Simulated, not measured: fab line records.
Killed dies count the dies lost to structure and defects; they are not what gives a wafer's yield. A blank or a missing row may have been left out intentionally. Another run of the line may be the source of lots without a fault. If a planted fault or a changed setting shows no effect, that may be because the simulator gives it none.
fab line records	flow n5_finfet
record lots=8	wafers=24	last_day=16
route steps=1938 shown BEOL_M4@1111 BEOL_M15@1789 PASSIVATION@1936
lots with no fault: from the same line, run without faults
start_h: hours from the record's first day to the start of the lot's first wafer shown	wait_h: hours from the lot's prior step to this one	" repeats the value in the row above	L1.1+2: a row that stands for several wafers	- value missing, or start not given	* or withheld: withheld	< > ~ a bound
route shown NAME@n: names a module that has steps shown in the file, with the first one's number in the route	usual: mean/standard deviation of fault-free wafers	same: alike in all rows	chamber/n: place in a boat	sites: readings site by site	_std_site: the standard deviation of these	_edge_site: inner sites' mean taken away from outer sites' mean	radius_mm: for every site, how far away it sits from the centre of the wafer	mask NAME#n: copy n	behind: the tool/chamber that last shaped the wafer	hold: the reason the lot was held/the length of the hold in hours/how it ended	device: transistor that didn't switch, given as n, p or np	end of line: tests run on the same wafers once the route is complete	a step without rows: its recipe alone	killed: dies lost to structure and defects at the first sort, not the wafer's yield	map: a wafer's dies, x killed, . not, _ none there
set.NAME: setting as actually run; set.NAME@STEP: the setting as run at that earlier step	model.NAME: the simulator's own value behind a step, which no gauge read
route steps across a sampled set of lots; one table per step, one row per wafer
services: a tool's chamber out of use, with start hour (start_h, from the record's first day; less than 0 if before it), hours out, and reason
## steps
# step N5_BEOL_M4_RC_MEAS_101
# usual DIBL_N=36.4/1.2	DIBL_P=36.1/1.6	IOFF_N=0.156/0.024	IOFF_P=0.21/0.031	ION_N=674/11	ION_P=463/6.9	SS_N=71.5/0.5	SS_P=73.2/0.55	VT_N=250.0/2.9	VT_P=-250/3.6
lot.wafer	tool	chamber	start_h	wait_h	DIBL_N[mV/V]	DIBL_P[mV/V]	IOFF_N[nA/um]	IOFF_P[nA/um]	ION_N[uA/um]	ION_P[uA/um]	SS_N[mV/dec]	SS_P[mV/dec]	VT_N[mV]	VT_P[mV]
L302.2	prober-02	0	166.60	0.2	37.7	38.4	0.178	0.22	671	462	72.2	73.5	250.2	-250
L302.3	"	0	"	"	35.5	36.8	0.155	0.20	675	464	71.2	72.9	251.4	-251
L302.6	"	0	"	"	36.2	37.6	0.157	0.20	679	464	70.8	72.7	250.2	-252
L308.1	prober-01	0	191.95	0.0	36.8	35.8	0.182	0.28	676	470	71.2	73.6	250.4	-245
L308.3	"	0	"	"	38.0	36.4	0.195	0.28	683	467	72.1	74.5	247.6	-242
L308.5	"	0	"	"	37.1	36.3	0.185	0.29	681	471	71.8	73.5	247.4	-243
L309.2	prober-02	0	195.98	0.2	34.6	33.9	0.136	0.20	661	466	70.7	73.5	250.5	-249
L309.3	"	0	"	"	35.2	35.1	0.148	0.22	678	468	71.2	73.2	251.3	-247
L309.6	"	0	"	"	36.4	36.3	0.181	0.25	688	482	71.6	73.9	246.8	-246
L310.3	prober-02	0	203.22	0.3	38.4	38.1	0.182	0.22	684	467	71.4	73.2	248.8	-250
L310.4	"	0	"	"	37.3	38.3	0.173	0.21	677	461	72.0	72.5	247.9	-248
L310.5	"	0	"	"	37.4	37.4	0.163	0.19	683	466	71.9	73.1	249.7	-249
L311.3	prober-02	0	222.35	0.3	39.1	38.8	0.219	0.26	698	476	72.2	73.5	243.5	-246
L311.5	"	0	"	"	37.1	35.5	0.158	0.21	676	466	71.5	73.5	249.8	-249
L311.6	"	0	"	"	38.8	38.1	0.207	0.25	698	471	71.7	73.9	244.3	-246
L314.1	prober-01	0	227.28	0.0	34.6	32.7	0.127	0.18	661	454	71.4	72.3	255.9	-252
L314.3	"	0	"	"	34.1	32.2	0.117	0.17	660	453	71.3	72.0	255.5	-253
L314.5	"	0	"	"	36.6	35.1	0.156	0.21	678	460	71.4	73.0	250.3	-249
L320.4	prober-01	0	283.16	0.5	33.6	34.5	0.101	0.16	653	455	70.5	73.0	258.6	-256
L320.5	"	0	"	"	34.9	36.2	0.126	0.18	663	460	71.2	72.9	253.7	-254
L320.6	"	0	"	"	34.4	35.3	0.112	0.17	657	457	70.8	72.4	257.3	-256
L322.1	prober-02	0	284.30	0.0	34.0	34.0	0.129	0.18	667	467	71.0	73.1	252.9	-249
L322.4	"	0	"	"	34.5	35.2	0.134	0.20	670	467	71.1	72.5	249.4	-250
L322.5	"	0	"	"	34.4	33.8	0.120	0.18	660	459	70.2	72.6	251.6	-250
# step N5_BEOL_M15_STRIP_63
# recipe chemistry=O2	power_w=600	temp_c=60	pressure_mtorr=30	rf_frequency_hz=6e+07	bias_power_w=0	overash_fraction=0.3	o2_flow_sccm=225
# usual drypump_motor_current_A=5.6/0.41	oes_product_au=0.78/0.082	rf_vpp_V=3.7/0.74	showerhead_plenum_p_Torr=2.08/0.062	throttle_valve_pct=16.74/0.25
lot.wafer	tool	chamber	start_h	wait_h	drypump_motor_current_A	oes_product_au	rf_hours_counter_h	rf_vpp_V	showerhead_plenum_p_Torr	throttle_valve_pct
L302.2	rie_diel-04	3	-	-	5.1	0.75	162	5.8	2.09	16.97
L302.3	"	0	"	"	5.6	0.81	79	3.9	2.04	16.75
L302.6	"	2	"	"	6.6	0.93	-	3.8	2.05	16.78
L308.1	rie_diel-05	2	-	-	5.1	0.85	73	2.8	2.11	16.57
L308.3	"	1	"	"	5.5	0.69	214	3.9	1.99	16.89
L308.5	"	2	"	"	5.1	0.85	-	3.4	2.11	16.55
L310.3	rie_diel-05	2	-	-	5.1	0.84	75	3.8	2.11	16.56
L310.4	"	1	"	"	5.5	0.70	216	4.4	1.99	16.90
L310.5	"	0	"	"	6.0	0.70	-	3.4	2.15	17.15
L309.2	rie_diel-05	1	-	-	5.5	0.69	216	3.8	1.99	16.89
L309.3	"	0	"	"	6.0	0.70	224	3.4	2.15	17.14
L309.6	"	3	"	"	5.6	0.80	-	4.1	2.03	16.49
L311.3	rie_diel-04	2	-	-	6.6	0.88	37	4.1	2.04	16.85
L311.5	"	3	"	"	5.1	0.74	-	3.8	2.08	16.99
L311.6	"	2	"	"	6.5	0.89	-	2.9	2.04	16.81
L314.1	rie_diel-06	1	-	-	5.8	0.71	190	3.1	2.00	16.96
L314.3	"	0	"	"	5.7	0.92	26	4.3	2.14	16.23
L314.5	"	2	"	"	5.9	0.69	-	3.5	2.15	16.88
L320.4	rie_diel-05	2	-	-	5.1	0.82	-	5.5	2.10	16.58
L320.5	"	3	"	"	5.7	0.78	-	3.9	2.02	16.52
L320.6	"	1	"	"	5.6	0.67	-	3.5	1.98	16.93
L322.1	rie_diel-05	3	-	-	5.6	0.77	146	3.4	2.02	16.55
L322.4	"	1	"	"	5.5	0.66	-	3.7	1.98	16.94
L322.5	"	3	"	"	5.6	0.77	-	4.4	2.02	16.55
# step N5_BEOL_M15_TRENCH_ETCH_34
# recipe chemistry=C4F8/O2/Ar	target=SiO2	target_depth_a=8729.3	he_inner_torr=15	he_outer_torr=30	time_s=199	ion_energy_ev=800	pressure_mtorr=20	source_w=1905	bias_w=2040	Ar_flow_sccm=400	C4F8_flow_sccm=16	O2_flow_sccm=12
# usual C4F8_flow_sccm=15.99/0.052	O2_flow_sccm=12.00/0.036	drypump_motor_current_A=5.7/0.44	oes_ar_750_au=0.78/0.08	oes_product_au=0.78/0.085	rf_vpp_V=2220/24	showerhead_plenum_p_Torr=3.40/0.098	throttle_valve_pct=30.97/0.25
# same time_s=199
lot.wafer	tool	chamber	start_h	wait_h	C4F8_flow_sccm	O2_flow_sccm	drypump_motor_current_A	oes_ar_750_au	oes_product_au	rf_hours_counter_h	rf_vpp_V	showerhead_plenum_p_Torr	throttle_valve_pct
L302.2	rie_diel-04	3	247.40	0.0	16.04	11.99	5.1	0.75	0.75	163	2195	3.44	31.30
L302.3	"	2	"	"	15.95	12.01	6.5	0.90	0.93	21	2196	3.35	31.10
L302.6	"	2	"	"	15.92	12.07	6.5	0.90	0.92	-	2196	3.35	31.09
L308.1	rie_diel-04	1	273.25	0.0	16.11	11.96	5.9	0.96	0.98	2	2258	3.53	30.68
L308.3	"	2	"	"	15.99	12.03	6.6	0.88	0.89	33	2196	3.34	31.10
L308.5	"	0	"	"	16.00	12.03	5.6	0.80	0.80	-	2229	3.34	31.00
L310.3	rie_diel-06	2	279.50	0.0	16.03	11.99	5.9	0.69	0.68	233	2263	3.53	30.94
L310.4	"	0	"	"	16.07	12.02	5.7	0.93	0.94	15	2242	3.51	30.51
L310.5	"	2	"	"	16.00	12.00	5.9	0.70	0.69	-	2264	3.53	30.95
L309.2	rie_diel-05	3	279.91	0.0	16.00	11.96	5.7	0.80	0.80	118	2205	3.31	30.54
L309.3	"	0	"	"	16.12	11.96	6.0	0.70	0.70	225	2230	3.53	31.33
L309.6	"	3	"	"	15.97	11.99	5.7	0.79	0.80	-	2204	3.31	30.53
L311.3	rie_diel-04	2	302.71	0.0	16.07	12.01	6.5	0.89	0.88	37	2196	3.34	31.08
L311.5	"	3	"	"	16.07	11.96	5.1	0.74	0.74	-	2191	3.43	31.28
L311.6	"	0	"	"	15.97	12.03	5.6	0.79	0.79	-	2228	3.34	30.99
L314.1	rie_diel-06	0	310.63	0.0	16.01	11.96	5.7	0.91	0.92	26	2240	3.50	30.52
L314.3	"	3	"	"	15.98	12.01	5.2	0.73	0.71	206	2252	3.55	30.63
L314.5	"	2	"	"	16.04	12.01	5.9	0.69	0.69	-	2263	3.53	30.97
L320.4	rie_diel-05	1	365.20	0.1	15.92	12.01	5.5	0.68	0.67	-	2233	3.25	31.02
L320.5	"	3	"	"	15.98	11.95	5.7	0.77	0.78	-	2204	3.29	30.56
L320.6	"	2	"	"	16.07	12.00	5.1	0.80	0.81	-	2207	3.46	30.81
L322.1	rie_diel-04	2	371.42	0.0	15.99	11.97	6.5	0.85	0.85	61	2195	3.33	31.13
L322.4	"	0	"	"	16.00	12.04	5.6	0.76	0.77	-	2227	3.32	31.03
L322.5	"	2	"	"	16.05	11.99	6.6	0.84	0.85	-	2194	3.32	31.13
# step N5_BEOL_M15_ETCH_38
# recipe chemistry=CF4/N2	target=SiCN	target_depth_a=1064	taper_deg=2	time_s=120.5	ion_energy_ev=150	mask_material=SiO2	pressure_mtorr=40	source_w=430	bias_w=70	Ar_flow_sccm=100	cf4_flow_sccm=60	n2_flow_sccm=60
# usual bias_w=70.03/0.19	cf4_flow_sccm=59.99/0.18	drypump_motor_current_A=5.6/0.39	oes_product_au=0.78/0.094	rf_vpp_V=381.9/1.9	showerhead_plenum_p_Torr=2.19/0.068	throttle_valve_pct=15.50/0.27	time_s=120.5/0
lot.wafer	tool	chamber	start_h	wait_h	bias_w	cf4_flow_sccm	drypump_motor_current_A	oes_product_au	rf_hours_counter_h	rf_vpp_V	showerhead_plenum_p_Torr	throttle_valve_pct	time_s
L302.2	rie_diel-06	2	248.29	-	69.83	59.95	5.9	0.69	225	383.9	2.27	15.62	120.5
L302.3	"	0	"	"	69.67	60.16	5.8	0.96	6	385.0	2.26	14.94	120.5
L302.6	"	0	"	"	69.87	60.07	5.7	0.97	-	383.2	2.26	14.97	120.5
L308.1	rie_diel-04	3	275.21	-	70.07	59.88	5.1	0.74	175	382.7	2.20	15.81	120.5
L308.3	"	1	"	"	70.01	59.98	5.9	0.97	2	384.9	2.27	15.17	120.5
L308.5	"	2	"	"	70.08	60.13	6.5	0.89	-	380.4	2.14	15.49	120.5
L310.3	rie_diel-05	1	281.22	-	70.10	60.11	5.5	0.70	217	379.6	2.09	15.63	120.5
L310.4	"	3	"	"	70.05	60.09	5.7	0.80	119	380.3	2.13	15.23	120.5
L310.5	"	1	"	"	70.08	59.83	5.5	0.69	-	379.7	2.09	15.64	120.5
L309.2	rie_diel-05	1	281.47	-	-	-	-	-	-	-	-	-	-
L309.3	"	0	"	"	-	-	-	-	-	-	-	-	-
L309.6	"	0	"	"	-	-	-	-	-	-	-	-	-
L311.3	rie_diel-04	0	305.07	-	-	-	-	-	-	-	-	-	-
L311.5	"	3	"	"	-	-	-	-	-	-	-	-	-
L311.6	"	2	"	"	-	-	-	-	-	-	-	-	-
L314.1	rie_diel-04	0	313.74	-	69.83	60.04	5.6	0.79	98	381.5	2.14	15.52	120.5
L314.3	"	1	"	"	69.90	60.02	5.9	0.94	8	384.3	2.26	15.17	120.5
L314.5	"	3	"	"	70.03	60.10	5.1	0.74	-	383.2	2.20	15.80	120.5
L320.4	rie_diel-05	2	366.37	-	70.15	59.75	5.1	0.80	-	383.1	2.22	15.41	120.5
L320.5	"	1	"	"	70.06	60.00	5.5	0.68	-	379.3	2.09	15.71	120.5
L320.6	"	3	"	"	70.42	59.68	5.6	0.77	-	380.9	2.12	15.28	120.5
L322.1	rie_diel-04	3	374.37	-	69.77	59.94	5.1	0.72	204	381.5	2.19	15.84	120.5
L322.4	"	3	"	"	69.74	60.20	5.1	0.72	-	383.2	2.19	15.85	120.5
L322.5	"	0	"	"	69.94	59.73	5.6	0.77	-	382.0	2.13	15.57	120.5
# step N5_BEOL_M15_SPUTTER_44
# recipe material=Ta	target_thk_a=150	temp_c=50	bias_v=80	power_w=15000	chamber_pressure_pa=0.07	time_s=24.19
# usual chamber_pressure_pa=0.07001/0.00013	throttle_valve_pct=30.8/0.73
# same time_s=24.19
lot.wafer	tool	chamber	start_h	wait_h	chamber_pressure_pa	throttle_valve_pct
L302.2	pvd_sputter-02	-	249.60	0.0	0.07024	31.4
L302.3	"	-	"	"	0.0699	30.2
L302.6	"	-	"	"	0.06996	31.3
L308.1	pvd_sputter-01	-	275.92	0.0	0.0699	31.9
L308.3	"	-	"	"	0.07013	30.8
L308.5	"	-	"	"	0.06977	30.5
L310.3	pvd_sputter-03	-	281.74	0.0	0.07004	30.0
L310.4	"	-	"	"	0.07013	31.0
L310.5	"	-	"	"	0.07022	31.2
L309.2	pvd_sputter-03	-	282.14	0.0	0.07014	29.2
L309.3	"	-	"	"	0.07001	30.0
L309.6	"	-	"	"	0.0698	31.1
L311.3	pvd_sputter-02	-	306.18	0.0	0.06997	30.4
L311.5	"	-	"	"	0.07015	31.3
L311.6	"	-	"	"	0.07	31.3
L314.1	pvd_sputter-03	-	314.45	0.0	0.07017	29.8
L314.3	"	-	"	"	0.06984	30.7
L314.5	"	-	"	"	0.0702	29.9
L320.4	pvd_sputter-02	-	367.02	0.0	0.07005	32.2
L320.5	"	-	"	"	0.07001	31.3
L320.6	"	-	"	"	0.06996	31.1
L322.1	pvd_sputter-03	-	375.27	0.0	0.0701	31.1
L322.4	"	-	"	"	0.06981	29.3
L322.5	"	-	"	"	0.06998	30.1
# step N5_PASSIVATION_PROBE_49
# usual defect_limited_yield=91.4/1.5	killed_at_M0_to_M3=31/11	killed_at_M4_up=13/5.5	killed_at_contacts=13/6.3	killed_at_front_end=40/13	killed_at_other=3.3/2.6	killed_dies=101/18	killed_on_rim=13/4	killed_open=67/13	killed_short=33/7.9	sort_bin_5_function=5.1/1	sort_bin_6_memory=3.2/0.68	sort_n_pass=1079/18	sort_yield_pct=91.4/1.5
# same gross_dies=1180	killed_at_back_side=0	sort_bin_4_leakage[%]=0	sort_bin_8_speed[%]=0
lot.wafer	tool	chamber	start_h	wait_h	defect_limited_yield[%]	killed_at_M0_to_M3	killed_at_M4_up	killed_at_contacts	killed_at_front_end	killed_at_other	killed_dies	killed_on_rim	killed_open	killed_short	sort_bin_5_function[%]	sort_bin_6_memory[%]	sort_n_pass	sort_yield_pct[%]
L302.2	prober-02	-	264.36	0.1	92.0	35	18	14	27	0	94	10	69	24	5.2	2.6	1086	92.0
L302.3	prober-02	-	264.41	0.1	92.9	35	15	12	21	1	84	14	51	32	4.2	2.5	1096	92.9
L302.6	prober-02	-	264.56	0.3	92.7	39	14	8	25	0	86	14	47	35	4.7	2.4	1094	92.7
L308.1	prober-01	-	289.07	0.0	90.3	33	26	18	34	4	115	19	79	36	6.2	3.1	1065	90.3
L308.3	prober-01	-	289.17	0.1	93.1	27	9	17	23	6	82	9	52	30	4.6	2.1	1098	93.1
L308.5	prober-01	-	289.27	0.2	94.5	16	8	13	27	1	65	10	45	19	3.7	1.6	1115	94.5
L310.3	prober-02	-	297.86	0.1	92.4	22	15	9	43	1	90	10	64	26	4.8	2.5	1090	92.4
L310.4	prober-02	-	297.91	0.2	92.0	27	14	11	40	2	94	9	62	32	4.7	3.2	1086	92.0
L310.5	prober-02	-	297.96	0.2	90.6	39	17	9	44	2	111	13	67	43	5.1	4.2	1069	90.6
L309.2	prober-01	-	298.47	0.1	0	36	1093	23	26	2	1180	152	66	35	96.9	2.6	0	0
L309.3	prober-01	-	298.52	0.1	0	36	1100	21	17	6	1180	152	63	28	96.2	3.5	0	0
L309.6	prober-01	-	298.67	0.3	0	33	1098	7	39	3	1180	152	56	38	97.0	2.8	0	0
L311.3	prober-02	-	323.71	0.2	0	29	1096	19	32	4	1180	152	78	15	96.6	3.1	0	0
L311.5	prober-02	-	323.81	0.3	0	27	1086	14	51	2	1180	152	72	38	96.5	3.3	0	0
L311.6	prober-02	-	323.86	0.3	0	21	1102	14	43	0	1180	152	49	35	97.0	2.8	0	0
L314.1	prober-02	-	333.38	0.0	91.2	27	18	21	35	3	104	10	70	34	5.3	3.4	1076	91.2
L314.3	prober-02	-	333.48	0.1	89.7	19	20	20	53	9	121	12	83	38	6.5	3.2	1059	89.7
L314.5	prober-02	-	333.58	0.2	92.4	16	4	14	51	5	90	13	66	24	4.1	3.2	1090	92.4
L320.4	prober-01	-	379.89	0.2	92.1	28	3	7	50	5	93	11	56	36	5.5	2.4	1087	92.1
L320.5	prober-01	-	379.94	0.2	92.0	20	11	9	45	9	94	12	59	31	4.2	3.3	1086	92.0
L320.6	prober-01	-	379.99	0.3	90.3	37	9	12	55	2	115	9	78	34	5.7	3.9	1065	90.3
L322.1	prober-01	-	387.87	0.0	92.6	12	12	11	50	2	87	17	45	42	4.2	2.9	1093	92.6
L322.4	prober-01	-	388.02	0.2	91.0	24	8	18	49	7	106	14	73	33	4.7	4.2	1074	91.0
L322.5	prober-01	-	388.07	0.2	90.0	31	15	8	58	6	118	16	80	38	5.3	4.3	1062	90.0
# killed by level:class
L302.2 MOL_CONTACT_COAG:geometric_particle:open=13 BEOL_M4:geometric_particle:open=12 BEOL_M2:geometric_particle:open=10 BEOL_M0_SAQP:geometric_particle:open=8 BEOL_M0_SAQP:geometric_particle:short=7 STARTING-WAFER:geometric_particle:open=7 BEOL_M1:geometric_particle:open=4 FIN_SAQP:geometric_particle:short=3
L302.3 MOL_CONTACT_COAG:geometric_particle:open=9 BEOL_M2:geometric_particle:open=9 BEOL_M0_SAQP:geometric_particle:short=8 BEOL_M4:geometric_particle:open=8 BEOL_M1:geometric_particle:open=6 BEOL_M3:geometric_particle:open=4 STARTING-WAFER:geometric_particle:short=4 GATE_CUT:geometric_particle:short=3
L302.6 BEOL_M0_SAQP:geometric_particle:open=9 BEOL_M0_SAQP:geometric_particle:short=9 BEOL_M3:geometric_particle:open=8 MOL_CONTACT_COAG:geometric_particle:open=6 BEOL_M2:geometric_particle:short=6 DUMMY_GATE:geometric_particle:open=4 BEOL_M2:geometric_particle:open=4 FIN_SAQP:geometric_particle:short=3
L308.1 MOL_CONTACT_COAG:geometric_particle:open=16 BEOL_M4:geometric_particle:open=12 BEOL_M0_SAQP:geometric_particle:open=11 STI_FIN_REVEAL:geometric_particle:open=8 BEOL_M0_SAQP:geometric_particle:short=7 BEOL_M2:geometric_particle:open=7 FIN_SAQP:geometric_particle:short=5 FIN_SAQP:geometric_particle:open=4
L308.3 MOL_CONTACT_COAG:geometric_particle:open=9 MOL_CONTACT_COAG:geometric_particle:short=8 BEOL_M0_SAQP:geometric_particle:short=7 FIN_SAQP:geometric_particle:open=6 BEOL_M0_SAQP:geometric_particle:open=6 BEOL_M2:geometric_particle:open=6 STI_FIN_REVEAL:geometric_particle:open=4 BEOL_M4:geometric_particle:short=4
L308.5 MOL_CONTACT_COAG:geometric_particle:open=9 STI_FIN_REVEAL:geometric_particle:open=8 FIN_SAQP:geometric_particle:open=4 MOL_CONTACT_COAG:geometric_particle:short=4 BEOL_M0_SAQP:geometric_particle:short=4 BEOL_M3:geometric_particle:open=4 STARTING-WAFER:geometric_particle:open=4 GATE_CUT:geometric_particle:short=3
L310.3 STI_FIN_REVEAL:geometric_particle:open=18 MOL_CONTACT_COAG:geometric_particle:open=6 BEOL_M1:geometric_particle:open=6 BEOL_M4:geometric_particle:open=6 STI_FIN_REVEAL:geometric_particle:short=4 GATE_CUT:geometric_particle:short=4 BEOL_M0_SAQP:geometric_particle:open=4 FIN_SAQP:geometric_particle:open=3
L310.4 MOL_CONTACT_COAG:geometric_particle:open=8 FIN_SAQP:geometric_particle:open=8 BEOL_M3:geometric_particle:open=7 STI_FIN_REVEAL:geometric_particle:open=6 BEOL_M2:geometric_particle:open=6 FIN_SAQP:geometric_particle:short=5 GATE_CUT:geometric_particle:short=5 BEOL_M4:geometric_particle:open=4
L310.5 FIN_SAQP:geometric_particle:short=17 STI_FIN_REVEAL:geometric_particle:open=10 BEOL_M2:geometric_particle:open=9 BEOL_M3:geometric_particle:open=9 MOL_CONTACT_COAG:geometric_particle:open=7 BEOL_M1:geometric_particle:open=7 FIN_SAQP:geometric_particle:open=5 BEOL_M4:geometric_particle:open=5
L309.2 BEOL_M15:area_etch=1079 MOL_CONTACT_COAG:geometric_particle:open=16 BEOL_M3:geometric_particle:open=13 BEOL_M0_SAQP:geometric_particle:short=11 FIN_SAQP:geometric_particle:open=8 MOL_CONTACT_COAG:geometric_particle:short=7 BEOL_M4:geometric_particle:open=7 BEOL_M0_SAQP:geometric_particle:open=5
L309.3 BEOL_M15:area_etch=1089 MOL_CONTACT_COAG:geometric_particle:open=17 BEOL_M0_SAQP:geometric_particle:open=10 BEOL_M0_SAQP:geometric_particle:short=9 BEOL_M4:geometric_particle:open=8 FIN_SAQP:geometric_particle:short=6 BEOL_M2:geometric_particle:open=5 BEOL_M3:geometric_particle:open=5
L309.6 BEOL_M15:area_etch=1085 STARTING-WAFER:geometric_particle:open=7 BEOL_M3:geometric_particle:open=7 BEOL_M4:geometric_particle:open=7 FIN_SAQP:geometric_particle:short=6 BEOL_M2:geometric_particle:open=6 MOL_CONTACT_COAG:geometric_particle:open=5 BEOL_M0:geometric_particle:open=5
L311.3 BEOL_M15:area_etch=1086 MOL_CONTACT_COAG:geometric_particle:open=16 STI_FIN_REVEAL:geometric_particle:open=8 BEOL_M2:geometric_particle:open=8 BEOL_M1:geometric_particle:open=7 BEOL_M0_SAQP:geometric_particle:open=6 FIN_SAQP:geometric_particle:open=5 FIN_SAQP:geometric_particle:short=4
L311.5 BEOL_M15:area_etch=1070 MOL_CONTACT_COAG:geometric_particle:open=11 DUMMY_GATE:geometric_particle:open=10 STI_FIN_REVEAL:geometric_particle:open=8 FIN_SAQP:geometric_particle:short=7 GATE_CUT:geometric_particle:short=7 BEOL_M2:geometric_particle:open=7 BEOL_M0_SAQP:geometric_particle:open=6
L311.6 BEOL_M15:area_etch=1095 STI_FIN_REVEAL:geometric_particle:open=11 MOL_CONTACT_COAG:geometric_particle:open=11 BEOL_M2:geometric_particle:open=10 GATE_CUT:geometric_particle:short=6 FIN_SAQP:geometric_particle:short=5 DUMMY_GATE:geometric_particle:open=5 STARTING-WAFER:geometric_particle:short=4
L314.1 MOL_CONTACT_COAG:geometric_particle:open=21 FIN_SAQP:geometric_particle:short=11 STI_FIN_REVEAL:geometric_particle:open=7 BEOL_M4:geometric_particle:open=6 BEOL_M0_SAQP:geometric_particle:open=5 BEOL_M2:geometric_particle:open=5 STARTING-WAFER:geometric_particle:short=4 FIN_SAQP:geometric_particle:open=3
L314.3 MOL_CONTACT_COAG:geometric_particle:open=16 FIN_SAQP:geometric_particle:open=15 FIN_SAQP:geometric_particle:short=10 BEOL_M2:geometric_particle:open=7 STI_FIN_REVEAL:geometric_particle:open=6 BEOL_M5:geometric_particle:open=6 GATE_CUT:geometric_particle:short=5 STARTING-WAFER:geometric_particle:open=5
L314.5 FIN_SAQP:geometric_particle:open=13 MOL_CONTACT_COAG:geometric_particle:open=13 FIN_SAQP:geometric_particle:short=11 STI_FIN_REVEAL:geometric_particle:open=10 STARTING-WAFER:geometric_particle:open=5 DUMMY_GATE:geometric_particle:open=4 BEOL_M3:geometric_particle:open=4 BEOL_M2:geometric_particle:open=3
L320.4 FIN_SAQP:geometric_particle:open=16 BEOL_M0_SAQP:geometric_particle:short=12 BEOL_M0_SAQP:geometric_particle:open=9 STI_FIN_REVEAL:geometric_particle:open=7 FIN_SAQP:geometric_particle:short=4 DUMMY_GATE:geometric_particle:open=4 MOL_CONTACT_COAG:geometric_particle:open=4 STARTING-WAFER:geometric_particle:short=4
L320.5 FIN_SAQP:geometric_particle:open=9 FIN_SAQP:geometric_particle:short=9 BEOL_M3:geometric_particle:open=7 STI_FIN_REVEAL:geometric_particle:open=6 MOL_CONTACT_COAG:geometric_particle:open=5 SPACER0:geometric_particle:open=4 ILD0:geometric_particle:open=4 MOL_CONTACT_COAG:geometric_particle:short=4
L320.6 FIN_SAQP:geometric_particle:open=16 STI_FIN_REVEAL:geometric_particle:open=11 MOL_CONTACT_COAG:geometric_particle:open=9 DUMMY_GATE:geometric_particle:open=8 BEOL_M0_SAQP:geometric_particle:short=7 BEOL_M0_SAQP:geometric_particle:open=5 BEOL_M1:geometric_particle:open=5 BEOL_M2:geometric_particle:open=5
L322.1 STI_FIN_REVEAL:geometric_particle:open=8 FIN_SAQP:geometric_particle:short=7 MOL_CONTACT_COAG:geometric_particle:open=7 STARTING-WAFER:geometric_particle:short=6 FIN_SAQP:geometric_particle:open=5 ILD0:geometric_particle:short=5 BEOL_M4:geometric_particle:open=5 DUMMY_GATE:geometric_particle:short=4
L322.4 STI_FIN_REVEAL:geometric_particle:open=15 MOL_CONTACT_COAG:geometric_particle:open=13 BEOL_M3:geometric_particle:open=7 ILD0:geometric_particle:open=6 BEOL_M0_SAQP:geometric_particle:short=6 DUMMY_GATE:geometric_particle:open=5 GATE_CUT:geometric_particle:short=5 MOL_CONTACT_COAG:geometric_particle:short=5
L322.5 STI_FIN_REVEAL:geometric_particle:open=15 BEOL_M4:geometric_particle:open=11 BEOL_M2:geometric_particle:open=8 GATE_CUT:geometric_particle:open=7 MOL_CONTACT_COAG:geometric_particle:open=7 DUMMY_GATE:geometric_particle:open=6 STARTING-WAFER:geometric_particle:open=5 GATE_CUT:geometric_particle:short=5
## services
tool	chamber	start_h	hours	kind
rie_diel-04	1	244.83	-	clean
rie_diel-04	1	244.83	-	consumable_replace:focus_ring
rie_diel-04	1	244.83	22.6	scheduled_down
rie_diel-04	1	244.83	22.6	vent_cycle
rie_diel-04	-	284.96	14.6	pm
rie_diel-06	2	331.19	-	clean
rie_diel-06	2	331.19	-	consumable_replace:focus_ring
rie_diel-06	2	331.19	25.2	scheduled_down
rie_diel-06	2	331.19	25.2	vent_cycle
rie_diel-04	1	335.55	41.2	repair
pvd_sputter-02	-	347.06	1.0	repair
rie_diel-05	0	361.04	-	clean
rie_diel-05	0	361.04	-	consumable_replace:focus_ring
rie_diel-05	0	361.04	27.7	scheduled_down
rie_diel-05	0	361.04	27.7	vent_cycle
rie_diel-05	1	370.95	7.8	repair
## key
first_sign step=N5_BEOL_M15_ETCH_38	reading=tool_record	direction=missing
effect step=N5_PASSIVATION_PROBE_49	reading=killed_at_M4_up	direction=up	sigmas=99+	usual=13	struck=1096
more_kills_born_at N5_BEOL_M15_ETCH_38@rie_diel-05=3253	N5_BEOL_M15_ETCH_38@rie_diel-04=3251
met_at N5_BEOL_M15_ETCH_38
struck_lots L309,L311
later_rows_left_out L309.2,L309.3,L309.6,L311.3,L311.5,L311.6
not_acting_at N5_BEOL_M15_STRIP_63,N5_BEOL_M15_TRENCH_ETCH_34,N5_BEOL_M15_SPUTTER_44
onset_between 281.22 281.47
fault kind=skipped_step_whole	tool=rie_diel-04,rie_diel-05	chamber=-	onset_h=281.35	steps=N5_BEOL_M15_ETCH_38	scope=struck_lots_only
# later_rows_left_out: the simulator's readings of these wafers behind a module that went badly wrong aren't trusted and aren't shown, but for the sort
